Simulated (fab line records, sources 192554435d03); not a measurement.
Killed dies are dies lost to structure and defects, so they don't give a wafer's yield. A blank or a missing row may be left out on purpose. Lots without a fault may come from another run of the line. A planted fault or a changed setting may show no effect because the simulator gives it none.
fab line records | flow n5_finfet
record lots=7 wafers=39
route steps=1938 shown ZERO_LAYER@11 FIN_CUT@176 SD_EPI_P@321 MOL_CONTACT_COAG@608 BEOL_M1@838 BEOL_M8@1348 BEOL_M11@1575
start_h: hours from the record's first day to the start of the lot's first wafer shown | wait_h: hours since the lot's step before | " the same as in the row above | L1.1+2: a row that stands for several wafers | - no value, or no start given | * or withheld: withheld | < > ~ a bound
route shown NAME@n: a module of which the file shows steps, and the number in the route of the first | usual: mean/standard deviation of fault-free wafers | same: alike in all rows | chamber/n: place in a boat | sites: the reading at each site | _std_site: their standard deviation | _edge_site: outer sites' mean less inner sites' | radius_mm: how far each site lies from the wafer's centre | mask NAME#n: copy n | behind: the tool/chamber that last shaped the wafer | hold: why the lot was held/for how many hours/how that ended | device: the transistor (n, p or np) that didn't switch | end of line: the same wafers' tests at the end of the route | a step without rows: its recipe alone | killed: dies lost to structure and defects at the first sort, not the wafer's yield | map: a wafer's dies, x killed, . not, _ none there
set.NAME: the setting as run; set.NAME@STEP: as run at that earlier step | model.NAME: the simulator's own value behind a step, which no gauge read
lots whose settings were changed on purpose; a table a step, a row a wafer
## steps
# step N5_ZERO_LAYER_DEVELOP_10
# recipe develop_time_s=60 rinse_liquid=diw dry=air_spin dev_temp_c=21
# columns lot.wafer tool chamber start_h wait_h set.develop_time_s
L074.1+2+3+4+5+6 litho_track-04 0 - - 60
L077.3+4+6 litho_track-01 0 - - 60
L078.1+4+5 litho_track-05 0 - - 71.31
L078.2+3+6 " 0 " " 60
L081.1+3+4 litho_track-05 0 - - 60
L081.2+5+6 " 0 " " 26.46
L082.1+3+5 litho_track-05 0 - - 83.46
L082.2+4+6 " 0 " " 60
L089.1+2+6 litho_track-05 0 - - 76.01
L089.3+4+5 " 0 " " 60
L093.1+3+4 litho_track-05 0 - - 60
L093.2+5+6 " 0 " " 82.55
# step N5_ZERO_LAYER_HARDBAKE_23
# recipe temp_c=130 time_s=120
# step N5_ZERO_LAYER_CD_MEAS_11
# recipe target_cd_nm=2000 landing_energy_ev=500 detector=se_inlens
# usual cd_nm=1999.6/2.3
# columns lot.wafer tool chamber start_h wait_h set.develop_time_s@ZERO_LAYER_DEVELOP_10 cd_nm
L074.1 cd_sem-02 0 12.77 - 60 1998.6
L074.2 " 0 " " 60 2000.3
L074.3 " 0 " " 60 1998.5
L074.4 " 0 " " 60 2000.8
L074.5 " 0 " " 60 2000.8
L074.6 " 0 " " 60 2003.0
L077.3 cd_sem-03 0 30.67 - 60 2000.4
L077.4 " 0 " " 60 2001.5
L077.6 " 0 " " 60 2003.9
L078.1 cd_sem-02 0 36.68 - 71.31 2002.1
L078.2 " 0 " " 60 1997.7
L078.3 " 0 " " 60 1997.1
L078.4 " 0 " " 71.31 2004.2
L078.5 " 0 " " 71.31 2002.6
L078.6 " 0 " " 60 2002.8
L081.1 cd_sem-02 0 54.64 - 60 2001.5
L081.2 " 0 " " 26.46 1978.3
L081.3 " 0 " " 60 1996.9
L081.4 " 0 " " 60 1996.9
L081.5 " 0 " " 26.46 1982.1
L081.6 " 0 " " 26.46 1978.9
L082.1 cd_sem-03 0 60.95 - 83.46 2008.7
L082.2 " 0 " " 60 1997.3
L082.3 " 0 " " 83.46 2008.6
L082.4 " 0 " " 60 1998.3
L082.5 " 0 " " 83.46 2009.3
L082.6 " 0 " " 60 1998.0
L089.1 cd_sem-02 0 102.64 - 76.01 2002.3
L089.2 " 0 " " 76.01 2004.1
L089.3 " 0 " " 60 2000.5
L089.4 " 0 " " 60 1998.4
L089.5 " 0 " " 60 2003.5
L089.6 " 0 " " 76.01 2003.9
L093.1 cd_sem-02 0 126.64 - 60 2002.6
L093.2 " 0 " " 82.55 2005.9
L093.3 " 0 " " 60 2003.3
L093.4 " 0 " " 60 1998.8
L093.5 " 0 " " 82.55 2010.3
L093.6 " 0 " " 82.55 2006.1
# step N5_ZERO_LAYER_DESCUM_16
# recipe chemistry=O2 time_s=7.9 source_power_w=50 bias_power_w=20 pressure_mtorr=20 rf_frequency_hz=2.712e+07 temp_c=40 o2_flow_sccm=225
# columns lot.wafer tool chamber start_h wait_h set.develop_time_s@ZERO_LAYER_DEVELOP_10 model.ZERO_LAYER.cd_nm
L074.1+3 rie_diel-05 0,2 12.83 0.1 60 1999
L074.2 " 1 " " 60 2000
L074.4+5 " 3,0 " " 60 2001
L074.6 " 3 " " 60 2003
L077.3 rie_diel-06 0 30.78 0.1 60 2000
L077.4 " 1 " " 60 2001
L077.6 " 3 " " 60 2004
L078.1+5 rie_diel-06 2 36.72 0.0 71.31 2002
L078.2 " 1 " " 60 1998
L078.3 " 3 " " 60 1997
L078.4 " 0 " " 71.31 2004
L078.6 " 3 " " 60 2003
L081.1 rie_diel-05 2 55.08 0.4 60 2002
L081.2 " 3 " " 26.46 1978
L081.3+4 " 1,0 " " 60 1997
L081.5 " 3 " " 26.46 1982
L081.6 " 2 " " 26.46 1979
L082.1+3 rie_diel-06 2,3 61.11 0.2 83.46 2008
L082.2 " 1 " " 60 1997
L082.4+6 " 0,1 " " 60 1998
L082.5 " 2 " " 83.46 2009
L089.1 rie_diel-01 0 102.68 0.0 76.01 2003
L089.2+6 " 2,0 " " 76.01 2004
L089.3 " 3 " " 60 2000
L089.4 " 1 " " 60 1998
L089.5 " 3 " " 60 2004
L093.1 rie_diel-05 2 126.79 0.1 60 2002
L093.2+6 " 1,0 " " 82.55 2006
L093.3 " 3 " " 60 2003
L093.4 " 0 " " 60 1999
L093.5 " 3 " " 82.55 2010
# step N5_FIN_CUT_CUT_ETCH_15
# recipe chemistry=HBr/Cl2/O2 target=Si target_depth_a=1000 bt_time_s=10 mask_material=SOC time_s=42.4 ion_energy_ev=* bias_w=* pressure_mtorr=10 icp_w=800 HBr_flow_sccm=150 Cl2_flow_sccm=80 O2_flow_sccm=12
# columns lot.wafer tool chamber start_h wait_h set.target_depth_a model.FIN_CUT.feature_depth_nm model.etch.depth_nm model.SOC_of_FIN_CUT_COAT_18.thk_nm
L074.1 rie_si-05 0 27.70 0.1 1000 95.6 95.53 171.2
L074.2 " 1 " " 1000 101.2 101.3 168.4
L074.3 " 3 " " 1373 138.2 138.2 154.6
L074.4 " 2 " " 1000 100.2 100.1 169.4
L074.5 " 2 " " 1373 136.6 136.7 155.6
L074.6 " 3 " " 1373 137.6 137.5 154.4
L077.3 rie_si-06 3 45.93 0.0 1000 96.8 96.7 170.4
L077.4 " 1 " " 1000 97.8 97.89 170.6
L077.6 " 3 " " 1000 97 97.1 170.2
L078.1 rie_si-06 1 52.72 0.1 1000 98.4 98.3 168.8
L078.2 " 2 " " 1000 100.2 100.3 170.4
L078.3 " 3 " " 1339 129.2 129.2 158.2
L078.4 " 3 " " 1339 132.6 132.6 157
L078.5 " 2 " " 1339 134 134 157
L078.6 " 1 " " 1000 99 99.01 170.2
L081.1 rie_si-06 0 72.21 0.1 768.9 76.4 76.33 180.8
L081.2 " 3 " " 1000 96.6 96.59 172.6
L081.3 " 1 " " 768.9 74.4 74.38 180.4
L081.4 " 2 " " 1000 99.2 99.27 170
L081.5 " 0 " " 1000 100.2 100.3 170.4
L081.6 " 1 " " 768.9 75 74.99 179.4
L082.1 rie_si-06 3 76.77 0.1 1000 97.6 97.67 169.6
L082.2 " 0 " " 1000 100.2 100.2 169.8
L082.3 " 2 " " 1000 100 100 170
L082.4 " 1 " " 1000 97.2 97.29 170.8
L082.5 " 3 " " 1000 96.6 96.68 172
L082.6 " 0 " " 1000 100.2 100.1 168.4
L089.1 rie_si-06 1 119.33 0.1 1000 97.2 97.1 171.2
L089.2 " 0 " " 1000 101 100.9 169.4
L089.3 " 2 " " 1000 101.2 101.2 168.6
L089.4 " 2 " " 1322 133.4 133.3 157.8
L089.5 " 1 " " 1322 130 130.1 159
L089.6 " 0 " " 1322 132.4 132.4 158
L093.1 rie_si-06 3 141.07 0.1 1000 100.8 100.8 170.6
L093.2 " 0 " " 1000 101.2 101.2 171
L093.3 " 2 " " 1000 101.8 101.9 170.2
L093.4 " 0 " " 1000 101.4 101.5 170.6
L093.5 " 3 " " 1000 100.4 100.4 171.4
L093.6 " 2 " " 1000 101.2 101.2 171.2
# step N5_SD_EPI_P_EPI_21
# recipe material=SiGe:B dopant=B temp_c=550 pressure_torr=20 ambient=H2 time_s=355
# columns lot.wafer tool chamber start_h wait_h set.epi_growth_time_s model.SiGe-B_of_SD_EPI_P_EPI_21.thk_nm
L074.1 epi_rpcvd-04 0 55.42 0.1 355 60.4
L074.2 " 0 " " 475.8 74.2
L074.3 " 0 " " 475.8 73.6
L074.4 " 0 " " 355 60.8
L074.5 " 0 " " 355 59.8
L074.6 " 0 " " 475.8 73.8
L077.3 epi_rpcvd-03 0 74.57 0.8 355 62
L077.4 " 0 " " 355 61.6
L077.6 " 0 " " 355 61.2
L078.1+2 epi_rpcvd-03 0 79.16 0.1 355 61
L078.3 " 0 " " 408.6 66
L078.4 " 0 " " 408.6 66.8
L078.5 " 0 " " 355 60.2
L078.6 " 0 " " 408.6 66.2
L081.1+5 epi_rpcvd-02 0 100.23 0.1 355 59.6
L081.2+4 " 0 " " 355 59.4
L081.3 " 0 " " 355 60.6
L081.6 " 0 102.03 1.8 355 59.8
L082.1 epi_rpcvd-03 0 104.18 0.1 248.2 47.2
L082.2+3+5 " 0 " " 355 61.4
L082.4 " 0 " " 248.2 46.6
L082.6 " 0 " " 248.2 47
L089.1 epi_rpcvd-04 0 146.91 0.1 355 60.6
L089.2 " 0 " " 355 60.4
L089.3+5 " 0 " " 355 61
L089.4 " 0 " " 355 61.2
L089.6 " 0 " " 355 61.4
L093.1+4 epi_rpcvd-02 0 168.78 0.1 151.4 28.4
L093.2 " 0 " " 151.4 28.8
L093.3 " 0 " " 355 62.2
L093.5 " 0 " " 355 62.8
L093.6 " 0 " " 355 62
# step N5_SD_EPI_P_EPI_MEAS_23
# recipe mode=xrd
# usual thk_nm=61.1/1.1
# columns lot.wafer tool chamber start_h wait_h set.epi_growth_time_s@SD_EPI_P_EPI_21 thk_nm
L074.1 film_metro-02 - 57.61 1.8 355 60.7
L074.2 " - " " 475.8 73.7
L074.3 " - " " 475.8 73.4
L074.4 " - " " 355 58.9
L074.5 " - " " 355 59.6
L074.6 " - " " 475.8 75.4
L077.3 film_metro-02 - 76.05 1.1 355 60.9
L077.4 " - " " 355 63.4
L077.6 " - " " 355 61.6
L078.1 film_metro-01 - 81.36 1.8 355 60.3
L078.2 " - " " 355 60.6
L078.3 " - " " 408.6 67.3
L078.4 " - " " 408.6 66.1
L078.5 " - " " 355 59.8
L078.6 " - " " 408.6 65.6
L081.1 film_metro-02 - 102.43 1.8 355 58.3
L081.2 " - " " 355 58.8
L081.3 " - " " 355 61.4
L081.4 " - " " 355 59.3
L081.5 " - " " 355 59.3
L081.6 " - " " 355 58.9
L082.1 film_metro-01 - 106.37 1.8 248.2 45.4
L082.2 " - " " 355 60.9
L082.3 " - " " 355 61.0
L082.4 " - " " 248.2 45.0
L082.5 " - " " 355 60.6
L082.6 " - " " 248.2 46.5
L089.1 film_metro-01 - 149.12 1.9 355 60.1
L089.2 " - " " 355 61.9
L089.3 " - " " 355 61.1
L089.4 " - " " 355 60.7
L089.5 " - " " 355 61.5
L089.6 " - " " 355 63.1
L093.1 film_metro-01 - 170.97 1.8 151.4 29.1
L093.2 " - " " 151.4 29.0
L093.3 " - " " 355 60.6
L093.4 " - " " 151.4 28.2
L093.5 " - " " 355 61.7
L093.6 " - " " 355 61.7
# step N5_MOL_CONTACT_COAG_ALD_133
# recipe material=SiO2 target_thk_a=50 temp_c=100 ald_precursor_family=BDEAS ald_co_reactant=O2-plasma pulse_time_s=1 co_reactant_pulse_time_s=1 purge_time_s=2 co_reactant_purge_time_s=2 ald_cycles=35 pressure_torr=2
# columns lot.wafer tool chamber start_h wait_h set.ald_cycles model.SiO2_of_MOL_CONTACT_COAG_ALD_133.thk_nm
L074.1+6 ald_sin-01 2,1 100.93 0.1 22 3.2
L074.2 " 0 " " 22 3
L074.3+4+5 " 1,3,2 " " 35 5
L077.3+4+6 ald_sin-03 1,3,3 116.93 0.1 35 5
L078.1+4+6 ald_sin-01 2,0,0 123.18 0.1 52 7.4
L078.2+3+5 " 3,1,1 " " 35 5
L081.1+5+6 ald_sin-02 2,0,3 145.35 0.1 35 5
L081.2+3+4 " 1,0,3 " " 45 6.4
L082.1+2+5 ald_sin-02 3,2,2 146.94 0.1 45 6.4
L082.3+4+6 " 0,1,3 " " 35 5
L089.1+4+6 ald_sin-03 0,1,3 193.37 0.1 35 5
L089.2+3+5 " 2,3,0 " " 14 2
L093.1+4+5 ald_sin-01 3,2,2 210.88 0.1 15 2.2
L093.2+3+6 " 1,0,1 " " 35 5
# step N5_BEOL_M1_DEP_57
# recipe material=SiCN target_thk_a=80 temp_c=withheld precursor=3MS/NH3 pressure_torr=3 rf_w=202 time_s=14
# columns lot.wafer tool chamber start_h wait_h set.target_thk_a model.SiCN_of_BEOL_M1_DEP_57.thk_nm
L074.1+3 pecvd-04 0,2 130.04 0.0 80 8
L074.2 " 1 " " 124.2 12.2
L074.4 " 0 " " 80 8.2
L074.5 " 1 " " 124.2 12.4
L074.6 " 2 " " 124.2 12.8
L077.3+4+6 pecvd-04 0,2,0 141.49 0.0 80 8.2
L078.1+2+3 pecvd-04 1,2,0 156.47 0.0 80 8
L078.4+5 " 2,0 " " 123.7 12.6
L078.6 " 1 " " 123.7 12.4
L081.1 pecvd-01 1 174.79 0.0 80 8
L081.2+3+5 " 2,0,0 " " 63.79 6.4
L081.4+6 " 1,2 " " 80 8.2
L082.1+3+5+6 pecvd-02 2,0,0,1 175.02 0.0 80 8
L082.2 " 1 " " 80 7.8
L082.4 " 2 " " 80 8.2
L089.1+2+3+4 pecvd-02 2,1,0,2 218.55 0.0 80 8
L089.5 " 0 " " 80 8.2
L089.6 " 1 " " 80 7.8
L093.1+3+5 pecvd-02 2,0,1 239.54 0.0 80 7.8
L093.2 " 1 " " 126.4 12.2
L093.4+6 " 2,0 " " 126.4 12.6
# step N5_BEOL_M8_DESCUM_16
# recipe chemistry=O2 time_s=7.9 source_power_w=50 bias_power_w=20 pressure_mtorr=20 rf_frequency_hz=2.712e+07 temp_c=40 resist=CAR-ArF o2_flow_sccm=225
# columns lot.wafer tool chamber start_h wait_h set.time_s model.CAR-ArF_of_BEOL_M8_COAT_05.thk_nm
L074.1 rie_diel-04 1 208.42 0.0 7.9 83.6
L074.2+3+4 " 2,3,0 " " 11.7 81
L074.5+6 " 1,2 " " 7.9 83.8
L077.3+6 rie_diel-02 2,3 211.16 0.3 7.9 83.8
L077.4 " 1 " " 7.9 83.6
L078.1 rie_diel-04 1 231.41 0.0 7.9 83.4
L078.2+3+4+5+6 " 2,3,0,3,2 " " 7.9 83.8
L081.1 rie_diel-02 2 243.95 0.0 10.66 81.8
L081.2+3 " 0,3 " " 7.9 83.2
L081.4 " 1 " " 7.9 83.4
L081.5+6 " 0,1 " " 10.66 81.6
L082.1+3 rie_diel-03 0,1 252.46 0.3 7.9 83.6
L082.2 " 3 " " 7.9 83.8
L082.4+6 " 1,0 " " 9.673 82.4
L082.5 " 3 " " 9.673 82.2
L089.1+3+4+6 rie_diel-04 1,0,3,0 292.34 0.0 7.9 83.4
L089.2 " 2 " " 7.9 83.6
L089.5 " 3 " " 7.9 83.2
L093.1 rie_diel-03 0 315.23 0.0 7.9 83.6
L093.2+3 " 3,1 " " 7.9 83.4
L093.4+5 " 2,1 " " 6.568 84.4
L093.6 " 0 " " 6.568 84
# step N5_BEOL_M8_ETCH_61
# recipe chemistry=CF4 target=SiARC target_depth_a=455 mask_material=CAR-ArF time_s=75.8 ion_energy_ev=80 pressure_mtorr=40 source_w=545 bias_w=36 Ar_flow_sccm=100 cf4_flow_sccm=100 ends=cleared
# columns lot.wafer tool chamber start_h wait_h set.time_s@BEOL_M8_DESCUM_16 model.CAR-ArF_of_BEOL_M8_COAT_05.thk_nm
L074.1 rie_diel-04 1 208.46 0.0 7.9 51
L074.2+4 " 2,0 " " 11.7 48.4
L074.3 " 3 " " 11.7 48.2
L074.5+6 " 1,2 " " 7.9 51.2
L077.3 rie_diel-02 2 211.19 0.0 7.9 51.4
L077.4 " 1 " " 7.9 51
L077.6 " 3 " " 7.9 51.2
L078.1 rie_diel-04 1 231.44 0.0 7.9 50.8
L078.2+4+5 " 2,0,3 " " 7.9 51.2
L078.3+6 " 3,2 " " 7.9 51
L081.1 rie_diel-02 2 243.98 0.0 10.66 49.4
L081.2+3 " 0,3 " " 7.9 50.6
L081.4 " 1 " " 7.9 51
L081.5+6 " 0,1 " " 10.66 49
L082.1+2+3 rie_diel-03 0,3,1 252.50 0.0 7.9 51
L082.4+6 " 1,0 " " 9.673 49.8
L082.5 " 3 " " 9.673 49.4
L089.1+2 rie_diel-04 1,2 292.37 0.0 7.9 51
L089.3+4+6 " 0,3,0 " " 7.9 50.8
L089.5 " 3 " " 7.9 50.6
L093.1 rie_diel-03 0 315.26 0.0 7.9 51.2
L093.2 " 3 " " 7.9 50.8
L093.3 " 1 " " 7.9 51
L093.4 " 2 " " 6.568 51.8
L093.5+6 " 1,0 " " 6.568 51.6
# step N5_BEOL_M11_VIA_ETCH_34
# recipe chemistry=C4F6/O2 target=SiCOH_lowk target_depth_a=1845 mask_material=SOC taper_deg=4 time_s=69.2 ion_energy_ev=250 pressure_mtorr=30 source_w=345 bias_w=185 Ar_flow_sccm=300 C4F6_flow_sccm=10 O2_flow_sccm=10
# columns lot.wafer tool chamber start_h wait_h set.time_s model.etch.depth_nm model.SOC_of_BEOL_M11_COAT_63.thk_nm
L074.1 rie_diel-01 1 232.00 0.0 69.2 180.9 92
L074.2 " 3 " " 69.2 184.1 92
L074.3 " 0 " " 69.2 180 92.2
L074.4 " 2 " " 69.2 185.6 91.8
L074.5 " 3 " " 69.2 182.6 92
L074.6 " 2 " " 69.2 182.2 92.4
L077.3 rie_diel-05 3 236.53 0.0 69.2 180 91.6
L077.4 " 1 " " 69.2 185.7 91.8
L077.6 " 2 " " 69.2 184 91.8
L078.1 rie_diel-01 3 264.19 0.0 69.2 185.1 92.2
L078.2 " 0 " " 69.2 183.6 91.4
L078.3 " 1 " " 69.2 188.5 91.2
L078.4 " 0 " " 69.2 182.9 91.2
L078.5 " 1 " " 69.2 189.5 91.6
L078.6 " 3 " " 69.2 185.3 91.8
L081.1 rie_diel-01 3 270.69 0.0 69.2 184.3 92
L081.2 " 1 " " 69.2 189.9 91.2
L081.3 " 0 " " 69.2 182.7 91.6
L081.4 " 0 " " 69.2 181.6 91.6
L081.5 " 1 " " 69.2 190 91.4
L081.6 " 3 " " 69.2 184.4 92
L082.1 rie_diel-05 2 280.10 0.0 69.2 186.8 91.4
L082.2 " 1 " " 38.86 104.6 95.2
L082.3 " 3 " " 38.86 101.7 95.2
L082.4 " 0 " " 69.2 187.3 91.4
L082.5 " 0 " " 38.86 105.5 95.4
L082.6 " 3 " " 69.2 181 91.6
L089.1 rie_diel-06 1 319.57 0.0 69.2 180.4 92.4
L089.2 " 3 " " 69.2 188.3 92
L089.3 " 0 " " 100 256.9 89
L089.4 " 2 " " 100 261.7 88.8
L089.5 " 1 " " 69.2 180.7 92.6
L089.6 " 0 " " 100 257.7 89
L093.1 rie_diel-01 2 341.45 0.0 69.2 183.5 92.8
L093.2 " 0 " " 69.2 176.8 93
L093.3 " 1 " " 69.2 188.4 92.2
L093.4 " 1 " " 69.2 186.6 92.4
L093.5 " 2 " " 69.2 183.3 92.6
L093.6 " 0 " " 69.2 179.3 92.6
## key
split step=N5_ZERO_LAYER_DEVELOP_10 setting=develop_time_s stated=60 by=wafer
response step=N5_ZERO_LAYER_CD_MEAS_11 reading=cd_nm change=+0.257 per=1% r=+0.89
response step=N5_ZERO_LAYER_DESCUM_16 reading=model.ZERO_LAYER.cd_nm change=+0.256 per=1% r=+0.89
split step=N5_FIN_CUT_CUT_ETCH_15 setting=target_depth_a stated=1000 by=wafer
response step=N5_FIN_CUT_CUT_ETCH_15 reading=model.FIN_CUT.feature_depth_nm change=+1 per=1% r=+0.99
response step=N5_FIN_CUT_CUT_ETCH_15 reading=model.etch.depth_nm change=+1 per=1% r=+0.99
response step=N5_FIN_CUT_CUT_ETCH_15 reading=model.SOC_of_FIN_CUT_COAT_18.thk_nm change=-0.378 per=1% r=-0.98
split step=N5_SD_EPI_P_EPI_21 setting=epi_growth_time_s stated=355 by=wafer
response step=N5_SD_EPI_P_EPI_21 reading=model.SiGe-B_of_SD_EPI_P_EPI_21.thk_nm change=+0.523 per=1% r=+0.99
response step=N5_SD_EPI_P_EPI_MEAS_23 reading=thk_nm change=* per=1% r=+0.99
split step=N5_MOL_CONTACT_COAG_ALD_133 setting=ald_cycles stated=35 by=wafer
response step=N5_MOL_CONTACT_COAG_ALD_133 reading=model.SiO2_of_MOL_CONTACT_COAG_ALD_133.thk_nm change=+0.0495 per=1% r=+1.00
split step=N5_BEOL_M1_DEP_57 setting=target_thk_a stated=80 by=wafer
response step=N5_BEOL_M1_DEP_57 reading=model.SiCN_of_BEOL_M1_DEP_57.thk_nm change=+0.0812 per=1% r=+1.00
split step=N5_BEOL_M8_DESCUM_16 setting=time_s stated=7.9 by=wafer
response step=N5_BEOL_M8_DESCUM_16 reading=model.CAR-ArF_of_BEOL_M8_COAT_05.thk_nm change=-0.0534 per=1% r=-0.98
response step=N5_BEOL_M8_ETCH_61 reading=model.CAR-ArF_of_BEOL_M8_COAT_05.thk_nm change=-0.0536 per=1% r=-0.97
split step=N5_BEOL_M11_VIA_ETCH_34 setting=time_s stated=69.2 by=wafer
response step=N5_BEOL_M11_VIA_ETCH_34 reading=model.etch.depth_nm change=+1.77 per=1% r=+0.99
response step=N5_BEOL_M11_VIA_ETCH_34 reading=model.SOC_of_BEOL_M11_COAT_63.thk_nm change=-0.0815 per=1% r=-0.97
